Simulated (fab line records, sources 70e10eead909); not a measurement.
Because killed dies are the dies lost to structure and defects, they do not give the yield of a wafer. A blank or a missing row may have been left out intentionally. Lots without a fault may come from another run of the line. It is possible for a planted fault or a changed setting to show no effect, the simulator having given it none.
fab line records -- flow nandHarc -- part 1 of 2: steps 1 to 4 of 6
record lots=23, wafers=69, lastDay=25
route steps=1159 shown A_STAIRCASE@530
lots that met no fault: from a run of the same line without faults
startH: hours from the record's first day to the start of the lot's first wafer shown -- waitH: hours from the lot's prior step to this one -- " unchanged from the row above -- L1.1+2: several wafers, shown together as one row -- - either no value or no given start -- * or withheld: withheld -- < > ~ a bound
route shown NAME@n: a module of which the file shows steps, and the number in the route of the first -- usual: mean/standard deviation of fault-free wafers -- same: alike in all rows -- chamber/n: place in a boat -- sites: each site's reading -- _std_site: standard deviation of those values -- _edge_site: the outer-site mean with the inner-site mean subtracted -- radiusMm: how far each site lies from the wafer's centre -- mask NAME#n: copy n -- behind: the last tool/chamber to shape the wafer -- hold: the reason the lot was held/the length of the hold in hours/how it ended -- device: the transistor (n, p or np) that didn't switch -- end of line: the route-end tests of the same wafers -- a step with no rows: only its recipe -- killed: dies that structure and defects cost at the first sort, which is not the same as the wafer's yield -- map: a wafer's dies, marking killed ones x, the rest . and places with no die _
set.NAME: setting as actually run; set.NAME@STEP: the setting as run at that earlier step -- model.NAME: the simulator's own value behind a step, which no gauge read
steps of the route over a sample of lots; a table a step, a row a wafer
services: a tool's chamber out of use, with start hour (startH, from the record's first day; less than 0 if before it), hours out, and reason
## steps
# step NHARC_A_STAIRCASE_DESCUM_168
# recipe timeS=3, o2FlowSccm=200, arFlowSccm=0, biasPowerW=0, chemistry=O2
# usual drypumpMotorCurrentA=5.7/0.61, oesProductAu=0.996/0.011, rfVppV=57.7/0.96, showerheadPlenumPTorr=1.89/0.076, throttleValvePct=11.311/0.0091
lot.wafer,tool,chamber,startH,waitH,drypumpMotorCurrentA,oesProductAu,rfHoursCounterH,rfVppV,showerheadPlenumPTorr,throttleValvePct
L074.2,rieDiel-04,3,229.93,-,5.6,1.025,39,57.7,1.81,11.319
L074.1,rieDiel-04,0,229.93,-,6.7,1.007,40,56.6,1.95,11.295
L074.6,rieDiel-04,1,229.93,-,4.7,0.997,-,55.8,1.92,11.318
L075.4,rieDiel-04,0,242.45,-,6.7,1.005,44,59.1,1.95,11.318
L075.2,rieDiel-04,1,242.45,-,4.7,1.002,46,57.8,1.92,11.325
L075.5,rieDiel-04,2,242.45,-,5.6,1.003,-,59.1,1.95,11.311
L076.3,rieDiel-03,2,246.58,-,5.9,0.998,8,58.3,1.78,11.306
L076.1,rieDiel-03,3,246.58,-,6.2,0.983,8,57.1,1.99,11.301
L076.6,rieDiel-03,1,246.58,-,6.4,0.991,-,57.2,1.86,11.324
L078.2,rieDiel-13,0,253.72,-,5.9,0.976,52,56.1,1.91,11.308
L078.1,rieDiel-13,1,253.72,-,5.8,0.996,55,57.5,1.83,11.321
L078.4,rieDiel-13,3,253.72,-,6.1,0.998,45,57.5,1.78,11.307
L079.1,rieDiel-04,0,261.86,-,6.7,0.997,52,59.1,1.95,11.311
L079.3,rieDiel-04,1,261.86,-,4.7,0.994,52,58.5,1.92,11.306
L079.6,rieDiel-04,0,261.86,-,6.7,1.007,-,57.6,1.95,11.313
L081.2,rieDiel-13,2,269.14,-,5.2,1.006,55,57.5,2.06,11.311
L081.4,rieDiel-13,3,269.14,-,6.0,0.985,51,54.8,1.78,11.305
L081.5,rieDiel-13,2,269.14,-,5.2,1.004,-,57.8,2.06,11.309
L080.1,rieDiel-03,2,280.70,-,5.9,0.989,18,56.6,1.78,11.309
L080.6,rieDiel-03,0,280.70,-,6.1,1.000,-,57.6,1.85,11.311
L080.5,rieDiel-03,1,280.70,-,6.3,0.985,-,57.1,1.85,11.300
L084.2,rieDiel-04,3,286.53,-,5.6,1.008,61,57.4,1.80,11.297
L084.1,rieDiel-04,1,286.53,-,4.6,0.988,61,56.8,1.91,11.314
L084.6,rieDiel-04,1,286.53,-,4.7,0.998,-,56.1,1.91,11.333
L082.1,rieDiel-03,2,286.82,-,5.9,0.995,20,57.7,1.78,11.311
L082.4,rieDiel-03,3,286.82,-,6.2,0.998,20,59.0,1.99,11.316
L082.3,rieDiel-03,0,286.82,-,6.1,1.016,21,58.5,1.85,11.324
L083.2,rieDiel-13,0,290.50,-,5.9,0.992,2,58.5,1.90,11.322
L083.3,rieDiel-13,1,290.50,-,5.8,1.010,2,56.8,1.82,11.338
L083.4,rieDiel-13,3,290.50,-,6.1,1.037,3,58.1,1.78,11.309
L085.1,rieDiel-04,1,300.20,-,4.7,0.987,0,59.6,1.91,11.311
L085.5,rieDiel-04,2,300.20,-,5.6,0.989,-,58.1,1.95,11.318
L085.6,rieDiel-04,1,300.20,-,4.6,1.003,-,59.1,1.91,11.295
L086.2,rieDiel-13,1,329.07,-,5.8,0.985,15,57.6,1.82,11.312
L086.1,rieDiel-13,2,329.07,-,5.2,0.968,15,60.7,2.05,11.305
L086.4,rieDiel-13,0,329.07,-,5.9,0.970,15,57.5,1.90,11.318
L087.3,rieDiel-04,3,329.25,-,5.6,0.998,8,56.8,1.79,11.308
L087.4,rieDiel-04,1,329.25,-,4.7,1.003,10,58.7,1.91,11.327
L087.2,rieDiel-04,2,329.25,-,5.6,0.985,9,59.5,1.94,11.308
L088.1,rieDiel-03,0,329.43,-,6.1,0.998,37,58.0,1.84,11.308
L088.4,rieDiel-03,1,329.43,-,6.4,0.999,35,57.5,1.85,11.305
L088.3,rieDiel-03,3,329.43,-,6.2,0.994,34,58.7,1.99,11.308
L089.4,rieDiel-04,1,333.08,-,4.7,1.013,11,57.9,1.91,11.308
L089.2,rieDiel-04,2,333.08,-,5.6,0.987,10,59.4,1.94,11.294
L089.6,rieDiel-04,0,333.08,-,6.7,0.997,-,57.1,1.94,11.323
L091.1,rieDiel-04,3,333.36,-,5.6,1.000,9,56.7,1.79,11.305
L091.3,rieDiel-04,1,333.36,-,4.7,0.999,11,59.7,1.91,11.313
L091.5,rieDiel-04,2,333.36,-,5.6,0.986,-,59.7,1.94,11.330
L090.1,rieDiel-03,2,333.39,-,5.9,0.997,33,56.6,1.78,11.299
L090.2,rieDiel-03,3,333.39,-,6.2,0.991,34,58.0,1.99,11.320
L090.4,rieDiel-03,0,333.39,-,6.1,0.997,38,57.6,1.84,11.310
L092.4,rieDiel-04,0,336.61,-,6.7,1.007,11,57.2,1.94,11.317
L092.2,rieDiel-04,2,336.61,-,5.6,0.983,12,58.5,1.94,11.305
L092.5,rieDiel-04,1,336.61,-,4.7,0.998,-,56.9,1.91,11.304
L093.2,rieDiel-03,0,359.65,-,6.1,0.993,47,57.7,1.84,11.298
L093.3,rieDiel-03,1,359.65,-,6.4,0.995,46,56.8,1.85,11.327
L093.5,rieDiel-03,0,359.65,-,6.1,0.990,-,56.9,1.84,11.307
L094.3,rieDiel-04,1,359.86,-,4.7,1.000,22,59.1,1.91,11.299
L094.1,rieDiel-04,3,359.86,-,5.6,0.996,20,55.9,1.79,11.304
L094.5,rieDiel-04,2,359.86,-,5.6,0.991,-,57.4,1.94,11.312
L095.1,rieDiel-04,0,365.98,-,6.7,0.980,23,59.1,1.94,11.310
L095.4,rieDiel-04,3,365.98,-,5.6,0.998,23,57.2,1.79,11.314
L095.6,rieDiel-04,1,365.98,-,4.7,0.988,-,56.3,1.90,11.312
L096.1,rieDiel-04,3,366.16,-,5.6,0.996,23,57.9,1.79,11.312
L096.6,rieDiel-04,0,366.16,-,6.7,0.987,-,58.5,1.94,11.317
L096.5,rieDiel-04,1,366.16,-,4.7,0.993,-,57.3,1.90,11.305
L097.4,rieDiel-13,1,380.01,-,5.8,0.997,29,56.8,1.81,11.303
L097.2,rieDiel-13,0,380.01,-,5.9,0.983,33,57.2,1.89,11.310
L097.5,rieDiel-13,1,380.01,-,5.8,0.998,-,57.8,1.81,11.309
# step NHARC_A_STAIRCASE_ETCH_23
# recipe targetDepthA=1000, timeS=40.5, ionEnergyEv=400, c4f8FlowSccm=20, o2FlowSccm=10, arFlowSccm=withheld, rfW=600, biasW=1000, chemistry=C4F8/O2
# usual oesProductAu=0.940/0.013, rfFwdPowerW=594/3.1, rfVppV=894/5.6
lot.wafer,tool,chamber,startH,waitH,oesProductAu,rfFwdPowerW,rfHoursCounterH,rfVppV
L074.1,rieDiel-03,3,-,-,0.937,598,5,900
L074.2,rieDiel-03,2,-,-,0.950,594,5,889
L074.6,rieDiel-03,3,-,-,0.944,599,-,902
L075.4,rieDiel-03,1,-,-,0.947,592,8,891
L075.2,rieDiel-03,0,-,-,0.960,593,8,892
L075.5,rieDiel-03,1,-,-,0.938,593,-,892
L076.3,rieDiel-04,1,-,-,0.938,592,48,896
L076.1,rieDiel-04,2,-,-,0.938,591,47,898
L076.6,rieDiel-04,0,-,-,0.922,598,-,897
L078.4,rieDiel-13,0,-,-,0.916,593,53,896
L078.2,rieDiel-13,1,-,-,0.936,596,57,890
L078.1,rieDiel-13,3,-,-,0.931,587,47,889
L079.1,rieDiel-13,2,-,-,0.959,595,55,903
L079.3,rieDiel-13,0,-,-,0.925,594,56,894
L079.6,rieDiel-13,2,-,-,0.954,596,-,903
L081.2,rieDiel-04,3,-,-,0.936,594,53,890
L081.4,rieDiel-04,0,-,-,0.932,597,54,899
L081.5,rieDiel-04,0,-,-,0.941,598,-,898
L080.1,rieDiel-04,3,-,-,0.954,589,61,889
L080.5,rieDiel-04,3,-,-,0.957,594,-,889
L080.6,rieDiel-04,2,-,-,0.931,591,-,898
L082.1,rieDiel-03,1,-,-,0.935,593,23,893
L082.3,rieDiel-03,3,-,-,0.931,596,24,898
L082.4,rieDiel-03,0,-,-,0.948,593,25,892
L084.2,rieDiel-03,0,-,-,0.940,591,25,892
L084.1,rieDiel-03,3,-,-,0.928,596,24,900
L084.6,rieDiel-03,0,-,-,0.941,594,-,893
L083.4,rieDiel-13,3,-,-,0.971,587,5,887
L083.2,rieDiel-13,0,-,-,0.933,590,3,896
L083.3,rieDiel-13,1,-,-,0.945,593,4,889
L085.1,rieDiel-03,1,-,-,0.951,596,31,893
L085.5,rieDiel-03,2,-,-,0.952,596,-,888
L085.6,rieDiel-03,3,-,-,0.954,598,-,901
L086.2,rieDiel-03,0,-,-,0.956,593,38,892
L086.4,rieDiel-03,1,-,-,0.934,594,36,892
L086.1,rieDiel-03,3,-,-,0.941,598,34,900
L087.2,rieDiel-13,1,-,-,0.945,595,17,889
L087.4,rieDiel-13,2,-,-,0.920,596,16,903
L087.3,rieDiel-13,0,-,-,0.928,591,17,895
L088.4,rieDiel-03,3,-,-,0.937,599,34,901
L088.1,rieDiel-03,0,-,-,0.947,595,38,892
L088.3,rieDiel-03,2,-,-,0.942,592,32,887
L089.2,rieDiel-13,3,-,-,0.964,585,19,888
L089.4,rieDiel-13,2,-,-,0.913,597,19,904
L089.6,rieDiel-13,3,-,-,0.961,586,-,886
L091.1,rieDiel-03,2,-,-,0.928,594,35,887
L091.3,rieDiel-03,0,-,-,0.946,593,40,892
L091.5,rieDiel-03,2,-,-,0.927,592,-,887
L090.1,rieDiel-03,3,-,-,0.930,598,37,899
L090.4,rieDiel-03,0,-,-,0.934,594,41,891
L090.2,rieDiel-03,1,-,-,0.922,595,39,893
L092.2,rieDiel-13,2,-,-,0.905,597,21,905
L092.4,rieDiel-13,2,-,-,0.920,595,-,905
L092.5,rieDiel-13,3,-,-,0.959,588,-,889
L094.1,rieDiel-03,1,-,-,0.947,594,49,893
L094.3,rieDiel-03,0,-,-,0.934,592,50,889
L094.5,rieDiel-03,2,-,-,0.931,593,-,886
L093.3,rieDiel-04,2,-,-,0.931,591,25,897
L093.2,rieDiel-04,3,-,-,0.938,593,23,887
L093.5,rieDiel-04,3,-,-,0.941,593,-,889
L095.4,rieDiel-03,2,-,-,0.932,595,45,886
L095.1,rieDiel-03,1,-,-,0.943,594,50,891
L095.6,rieDiel-03,2,-,-,0.935,591,-,887
L096.1,rieDiel-13,2,-,-,0.925,600,31,903
L096.6,rieDiel-13,2,-,-,0.922,596,-,904
L096.5,rieDiel-13,3,-,-,0.963,585,-,887
L097.2,rieDiel-13,3,-,-,0.972,586,36,886
L097.4,rieDiel-13,0,-,-,0.959,590,34,895
L097.5,rieDiel-13,1,-,-,0.957,592,-,889
# step NHARC_A_STAIRCASE_TRIM_202
# recipe timeS=211.2, o2FlowSccm=500, arFlowSccm=0, biasW=0, chemistry=O2
# usual drypumpMotorCurrentA=5.8/0.55, oesProductAu=0.999/0.012, rfVppV=57.7/0.9, showerheadPlenumPTorr=3.48/0.14, throttleValvePct=17.037/0.009
lot.wafer,tool,chamber,startH,waitH,drypumpMotorCurrentA,oesProductAu,rfHoursCounterH,rfVppV,showerheadPlenumPTorr,throttleValvePct
L074.2,rieDiel-13,3,-,-,6.1,1.015,41,56.7,3.30,17.040
L074.1,rieDiel-13,0,-,-,5.9,0.977,47,58.1,3.52,17.032
L074.6,rieDiel-13,3,-,-,6.1,1.007,-,57.7,3.30,17.054
L075.4,rieDiel-04,1,-,-,4.7,0.997,49,59.3,3.54,17.049
L075.2,rieDiel-04,2,-,-,5.6,1.002,48,56.7,3.59,17.028
L075.5,rieDiel-04,3,-,-,5.6,1.005,-,57.8,3.34,17.029
L076.3,rieDiel-04,3,-,-,5.6,1.005,48,57.4,3.34,17.031
L076.1,rieDiel-04,0,-,-,6.7,0.989,49,58.2,3.59,17.040
L076.6,rieDiel-04,1,-,-,4.6,1.009,-,58.7,3.54,17.034
L078.2,rieDiel-04,3,-,-,5.6,1.010,50,57.3,3.34,17.030
L078.1,rieDiel-04,1,-,-,4.7,0.995,52,57.9,3.53,17.044
L078.4,rieDiel-04,2,-,-,5.6,1.009,51,57.5,3.59,17.032
L079.1,rieDiel-04,2,-,-,5.6,0.997,53,57.5,3.59,17.028
L079.3,rieDiel-04,0,-,-,6.7,0.995,54,57.9,3.59,17.029
L079.6,rieDiel-04,1,-,-,4.6,1.000,-,58.4,3.53,17.024
L081.4,rieDiel-04,3,-,-,5.6,1.003,54,56.9,3.33,17.036
L081.2,rieDiel-04,0,-,-,6.7,0.994,55,58.7,3.59,17.029
L081.5,rieDiel-04,3,-,-,5.6,1.010,-,58.8,3.33,17.049
L080.1,rieDiel-13,0,-,-,5.9,0.983,2,58.1,3.51,17.042
L080.6,rieDiel-13,2,-,-,5.2,0.986,-,57.6,3.77,17.030
L080.5,rieDiel-13,3,-,-,6.1,1.022,-,58.1,3.30,17.047
L082.3,rieDiel-03,1,-,-,6.4,0.996,28,58.6,3.42,17.033
L082.1,rieDiel-03,2,-,-,5.9,0.992,26,56.8,3.30,17.032
L082.4,rieDiel-03,3,-,-,6.2,1.000,27,57.9,3.66,17.045
L084.2,rieDiel-13,2,-,-,5.2,0.982,7,57.8,3.77,17.035
L084.1,rieDiel-13,3,-,-,6.1,1.021,7,57.2,3.29,17.025
L084.6,rieDiel-13,1,-,-,5.8,1.002,-,57.2,3.37,17.036
L083.2,rieDiel-13,0,-,-,5.9,0.996,7,57.2,3.51,17.026
L083.4,rieDiel-13,1,-,-,5.8,1.007,7,58.4,3.37,17.038
L083.3,rieDiel-13,3,-,-,6.1,1.039,8,58.9,3.29,17.063
L085.1,rieDiel-13,1,-,-,5.8,1.013,10,57.8,3.37,17.048
L085.5,rieDiel-13,3,-,-,6.1,1.039,-,57.2,3.29,17.036
L085.6,rieDiel-13,0,-,-,6.0,0.995,-,56.0,3.51,17.046
L086.2,rieDiel-13,0,-,-,5.9,0.989,19,57.7,3.50,17.036
L086.1,rieDiel-13,2,-,-,5.2,0.989,19,58.5,3.76,17.033
L086.4,rieDiel-13,0,-,-,5.9,0.976,-,58.5,3.50,17.046
L088.4,rieDiel-04,1,-,-,4.7,1.014,14,58.0,3.52,17.045
L088.1,rieDiel-04,2,-,-,5.6,0.991,13,58.0,3.57,17.039
L088.3,rieDiel-04,0,-,-,6.7,1.010,12,58.0,3.58,17.031
L087.2,rieDiel-03,1,-,-,6.4,0.988,39,57.0,3.42,17.041
L087.4,rieDiel-03,3,-,-,6.2,0.981,37,58.4,3.65,17.042
L087.3,rieDiel-03,0,-,-,6.1,0.993,41,57.7,3.40,17.029
L089.2,rieDiel-03,2,-,-,5.9,0.987,37,57.1,3.29,17.032
L089.4,rieDiel-03,1,-,-,6.4,0.996,41,58.5,3.41,17.039
L089.6,rieDiel-03,3,-,-,6.2,0.990,-,58.0,3.65,17.026
L091.1,rieDiel-03,2,-,-,5.9,0.984,37,57.3,3.29,17.018
L091.3,rieDiel-03,3,-,-,6.2,0.995,39,57.8,3.65,17.042
L091.5,rieDiel-03,0,-,-,6.1,1.007,-,59.3,3.40,17.043
L090.4,rieDiel-03,2,-,-,5.9,0.990,38,56.3,3.29,17.028
L090.2,rieDiel-03,3,-,-,6.2,0.995,39,58.1,3.65,17.035
L090.1,rieDiel-03,0,-,-,6.1,1.006,44,56.1,3.40,17.023
L092.2,rieDiel-04,0,-,-,6.7,0.987,17,57.7,3.58,17.046
L092.4,rieDiel-04,2,-,-,5.6,0.999,17,58.2,3.57,17.034
L092.5,rieDiel-04,0,-,-,6.7,0.980,-,58.5,3.58,17.024
L094.1,rieDiel-04,3,-,-,5.6,1.010,25,56.4,3.32,17.046
L094.3,rieDiel-04,2,-,-,5.6,0.988,27,58.8,3.57,17.041
L094.5,rieDiel-04,0,-,-,6.7,0.996,-,57.7,3.57,17.030
L093.2,rieDiel-03,1,-,-,6.4,1.008,51,58.0,3.41,17.042
L093.3,rieDiel-03,3,-,-,6.2,0.994,47,58.8,3.64,17.031
L093.5,rieDiel-03,1,-,-,6.4,1.014,-,56.9,3.41,17.030
L096.1,rieDiel-04,3,-,-,5.6,1.008,27,58.5,3.31,17.043
L096.6,rieDiel-04,3,-,-,5.6,1.006,-,57.4,3.31,17.035
L096.5,rieDiel-04,0,-,-,6.7,0.997,-,57.8,3.57,17.041
L095.1,rieDiel-03,0,-,-,6.1,0.984,54,57.7,3.40,17.046
L095.4,rieDiel-03,2,-,-,5.9,0.990,-,58.3,3.29,17.042
L095.6,rieDiel-03,3,-,-,6.2,0.990,-,58.9,3.64,17.028
L097.4,rieDiel-04,0,-,-,6.7,1.007,30,57.8,3.57,17.040
L097.2,rieDiel-04,1,-,-,4.7,1.003,33,56.1,3.51,17.044
L097.5,rieDiel-04,1,-,-,4.7,1.008,-,56.4,3.51,17.034
# step NHARC_A_STAIRCASE_ETCH_234
# recipe targetDepthA=1000, timeS=40.5, ionEnergyEv=400, c4f8FlowSccm=20, o2FlowSccm=10, arFlowSccm=withheld, rfW=600, biasW=1000, chemistry=C4F8/O2
# usual oesProductAu=0.942/0.012, rfFwdPowerW=593.8/3, rfVppV=894/4.9
lot.wafer,tool,chamber,startH,waitH,oesProductAu,rfFwdPowerW,rfHoursCounterH,rfVppV
L074.2,rieDiel-03,2,-,-,0.954,594.0,7,886
L074.1,rieDiel-03,1,-,-,0.933,594.7,7,894
L074.6,rieDiel-03,3,-,-,0.951,595.9,-,900
L075.2,rieDiel-04,1,-,-,0.951,593.5,50,897
L075.4,rieDiel-04,2,-,-,0.956,592.5,49,898
L075.5,rieDiel-04,0,-,-,0.945,597.3,-,898
L076.1,rieDiel-04,1,-,-,0.945,589.9,51,896
L076.3,rieDiel-04,3,-,-,0.968,594.1,49,889
L076.6,rieDiel-04,0,-,-,0.935,597.8,-,898
L078.1,rieDiel-04,2,-,-,0.938,589.1,52,897
L078.4,rieDiel-04,0,-,-,0.950,596.8,53,899
L078.2,rieDiel-04,1,-,-,0.949,590.3,53,896
L079.3,rieDiel-04,3,-,-,0.948,592.1,54,888
L079.1,rieDiel-04,0,-,-,0.929,599.8,55,898
L079.6,rieDiel-04,2,-,-,0.947,590.7,-,897
L081.2,rieDiel-04,3,-,-,0.939,595.9,60,888
L081.4,rieDiel-04,2,-,-,0.935,593.6,-,898
L081.5,rieDiel-04,3,-,-,0.948,595.2,-,890
L080.1,rieDiel-03,2,-,-,0.928,594.5,24,888
L080.6,rieDiel-03,3,-,-,0.942,598.8,-,900
L080.5,rieDiel-03,0,-,-,0.957,595.2,-,891
L084.1,rieDiel-03,2,-,-,0.935,593.9,27,888
L084.2,rieDiel-03,3,-,-,0.931,594.9,29,899
L084.6,rieDiel-03,1,-,-,0.946,595.1,-,892
L082.4,rieDiel-03,3,-,-,0.931,594.2,30,901
L082.3,rieDiel-03,1,-,-,0.944,596.7,30,893
L082.1,rieDiel-03,2,-,-,0.941,594.3,28,889
L083.2,rieDiel-04,3,-,-,0.941,593.1,1,889
L083.3,rieDiel-04,2,-,-,0.933,590.0,2,898
L083.4,rieDiel-04,3,-,-,0.937,593.4,-,888
L085.1,rieDiel-13,1,-,-,0.947,591.2,11,890
L085.5,rieDiel-13,2,-,-,0.918,595.0,-,906
L085.6,rieDiel-13,3,-,-,0.970,587.6,-,889
L086.2,rieDiel-04,3,-,-,0.942,594.8,15,888
L086.1,rieDiel-04,0,-,-,0.924,596.3,15,897
L086.4,rieDiel-04,2,-,-,0.936,592.6,16,898
L088.3,rieDiel-04,3,-,-,0.925,595.4,15,886
L088.4,rieDiel-04,0,-,-,0.929,592.4,15,898
L088.1,rieDiel-04,2,-,-,0.941,593.6,16,899
L087.4,rieDiel-04,2,-,-,0.931,591.5,16,898
L087.3,rieDiel-04,3,-,-,0.932,594.3,15,889
L087.2,rieDiel-04,1,-,-,0.928,589.2,17,894
L089.2,rieDiel-03,1,-,-,0.946,595.4,43,891
L089.4,rieDiel-03,3,-,-,0.943,598.5,40,901
L089.6,rieDiel-03,0,-,-,0.938,593.3,-,892
L091.1,rieDiel-13,2,-,-,0.927,595.3,23,903
L091.3,rieDiel-13,0,-,-,0.934,594.8,22,895
L091.5,rieDiel-13,2,-,-,0.923,596.1,-,905
L090.2,rieDiel-03,0,-,-,0.959,596.4,45,892
L090.4,rieDiel-03,1,-,-,0.945,595.1,43,891
L090.1,rieDiel-03,2,-,-,0.927,595.1,39,887
L092.2,rieDiel-04,1,-,-,0.944,590.0,20,896
L092.4,rieDiel-04,2,-,-,0.940,590.4,18,898
L092.5,rieDiel-04,3,-,-,0.932,597.2,-,888
L094.3,rieDiel-04,1,-,-,0.943,589.2,30,895
L094.1,rieDiel-04,2,-,-,0.943,593.6,29,897
L094.5,rieDiel-04,2,-,-,0.940,593.9,-,897
L093.3,rieDiel-13,1,-,-,0.952,592.9,28,890
L093.2,rieDiel-13,2,-,-,0.938,596.6,34,905
L093.5,rieDiel-13,0,-,-,0.933,594.8,-,896
L096.1,rieDiel-04,1,-,-,0.940,592.8,31,896
L096.6,rieDiel-04,1,-,-,0.938,592.5,-,896
L096.5,rieDiel-04,2,-,-,0.939,594.9,-,897
L095.4,rieDiel-04,0,-,-,0.940,595.8,29,897
L095.1,rieDiel-04,3,-,-,0.950,596.3,29,887
L095.6,rieDiel-04,0,-,-,0.946,596.6,-,898
L097.4,rieDiel-04,3,-,-,0.947,591.2,32,887
L097.2,rieDiel-04,2,-,-,0.939,592.4,34,898
L097.5,rieDiel-04,0,-,-,0.947,601.6,-,898
